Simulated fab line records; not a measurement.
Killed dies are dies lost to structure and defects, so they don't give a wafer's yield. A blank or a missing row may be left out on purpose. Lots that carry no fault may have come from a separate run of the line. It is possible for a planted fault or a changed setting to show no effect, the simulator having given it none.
Comparing a struck lot with a sound one :: flow n5_finfet :: 36 steps out of a route of 1938
Sound: wafers L556.1, L556.5, L556.6. Struck: wafers L570.2, L570.3. At the end, the cause is stated.
For every step that has rows: the tool of each side, followed by ch and its chambers, followed by its first start. Under that, the readings that differ: sound wafers :: struck wafers :: difference of the means :: sigmas: that difference in standard deviations of wafers without a fault.
alike: a reading whose means differ by less than 2 such deviations, as well as words and numbers matching on both sides. not compared: withheld readings; readings where some wafer has no value; bounds like >300 that might hide an equal value; numbers whose values overlap and for which the record gives no deviation.
The two part at a step that has a row with sigmas, a row that says differs or no value, or rows on one side only. Numbers that don't overlap but have no deviation are shown without sigmas and don't part them. A reading missing from all wafers of one side parts the sides only when that side holds two or more wafers.

first, 9 steps without rows for these wafers: N5_BEOL_M4_ANNEAL_95 (time 240 s); N5_BEOL_M4_SPUTTER_96 (material Cu, target thk 4.5 nm, time 8.29 s); N5_BEOL_M4_ECD_50 (material Cu, target thk 300 nm); N5_BEOL_M4_ANNEAL_51 (time 90 s); N5_BEOL_M4_CMP_52 (polishes, stops on SiOC, t overpolish 6.8 s, target thk 40 nm); N5_BEOL_M4_PRE_CLEAN_60 (time 15 s); N5_BEOL_M4_CO_CAP_55 (material Co, precursor CCTBA/H2, target thk 2 nm, time 102.1 s); N5_BEOL_M4_PRE_CLEAN_56 (time 15 s); N5_BEOL_M4_DEP_57 (deposits SiCN from 3MS/NH3, target thk 8 nm, time 14 s).
N5_BEOL_M4_RC_MEAS_101:
  sound on prober-02 ch 0, day 8 13:46; struck on prober-01 ch 0, day 12 05:32
  alike: DIBL_N, DIBL_P, IOFF_N, IOFF_P, ION_N, ION_P, SS_N, SS_P, VT_N, VT_P
then, 24 steps without rows for these wafers: N5_BEOL_M5_ILD_DEP_00 (deposits SiCOH lowk from DEMS/porogen, target thk 140.64 nm, time 25.9 s); N5_BEOL_M5_CURE_79 (cures SiCOH lowk, time 240 s); N5_BEOL_M5_PECVD_70 (deposits SiO2 from TEOS/O2, target thk 16 nm, time 18 s); N5_BEOL_M5_HM_DEP_02 (deposits TiN, target thk 20 nm); N5_BEOL_M5_COAT_59 (time 60 s, resist thk 60 nm); N5_BEOL_M5_COAT_60 (time 60 s, resist thk 12 nm); N5_BEOL_M5_COAT_71 (time 60 s, resist thk 5 nm); N5_BEOL_M5_COAT_05 (resist thk 30 nm); N5_BEOL_M5_EBR_07; N5_BEOL_M5_SOFTBAKE_06 (time 60 s); N5_BEOL_M5_EXPOSE_08 (exposes mask M5, target cd 28 nm); N5_BEOL_M5_PEB_09 (peb time 60 s); N5_BEOL_M5_DEVELOP_10 (develop time 30 s); N5_BEOL_M5_DESCUM_16 (chemistry O2, time 7 s); N5_BEOL_M5_ETCH_72 (etches underlayer in N2/H2, target depth 6.5 nm, time 5.2 s); N5_BEOL_M5_ETCH_61 (etches SiARC in CF4, target depth 15.6 nm, time 26 s); N5_BEOL_M5_ETCH_62 (etches SOC in N2/H2, target depth 75 nm, overetch 15 nm, time 112.5 s); N5_BEOL_M5_STRIP_63 (strips in N2/H2); N5_BEOL_M5_STRIP_73 (strips in N2/H2); N5_BEOL_M5_STRIP_64 (strips in CF4); N5_BEOL_M5_HM_OPEN_17 (chemistry Cl2/BCl3, target TiN, target depth 20 nm, overetch 6 nm); N5_BEOL_M5_STRIP_19 (strips in O2); N5_BEOL_M5_COAT_65 (time 60 s, resist thk 60 nm); N5_BEOL_M5_COAT_66 (time 60 s, resist thk 12 nm).
N5_BEOL_M7_SPUTTER_48: material Cu, target thk 10 nm, time 1.667 s.
  sound on pvd_sputter-02, day 9 17:08; struck on pvd_sputter-03, day 13 16:03
  alike: throttle_valve_pct
-- here the record skips 3 days between the struck wafers' starts before and after, leaving off in module BEOL_M7 and picking up in module PASSIVATION (first step shown: number 1936 of the route) --
N5_PASSIVATION_PROBE_49:
  sound on prober-01, day 13 00:42; struck on prober-02, day 16 17:13
reading: defect_limited_yield (%)
sound: 92.7 93.2 91.8
struck: 83.1 84.7
difference: -8.7
sigmas: -6

reading: killed_at_M4_up
sound: 16 22 17
struck: 116 104
difference: +92
sigmas: +17

reading: killed_dies
sound: 86 80 97
struck: 200 180
difference: +102
sigmas: +6

reading: killed_on_rim
sound: 13 6 8
struck: 33 27
difference: +21
sigmas: +5

reading: sort_bin_5_function (%)
sound: 4.5 3.6 4.9
struck: 9.2 8.2
difference: +4.4
sigmas: +4

reading: sort_bin_6_memory (%)
sound: 2.6 2.7 3.1
struck: 6.8 6.6
difference: +3.9
sigmas: +6

reading: sort_n_pass
sound: 1094 1100 1083
struck: 980 1000
difference: -102
sigmas: -6

reading: sort_yield_pct (%)
sound: 92.7 93.2 91.8
struck: 83.1 84.7
difference: -8.7
sigmas: -6
  alike: killed_at_M0_to_M3, killed_at_contacts, killed_at_front_end, killed_at_other, killed_open, killed_short

WHERE THEY PART
Only at N5_PASSIVATION_PROBE_49, within this record.

WHY: what the simulator had put in
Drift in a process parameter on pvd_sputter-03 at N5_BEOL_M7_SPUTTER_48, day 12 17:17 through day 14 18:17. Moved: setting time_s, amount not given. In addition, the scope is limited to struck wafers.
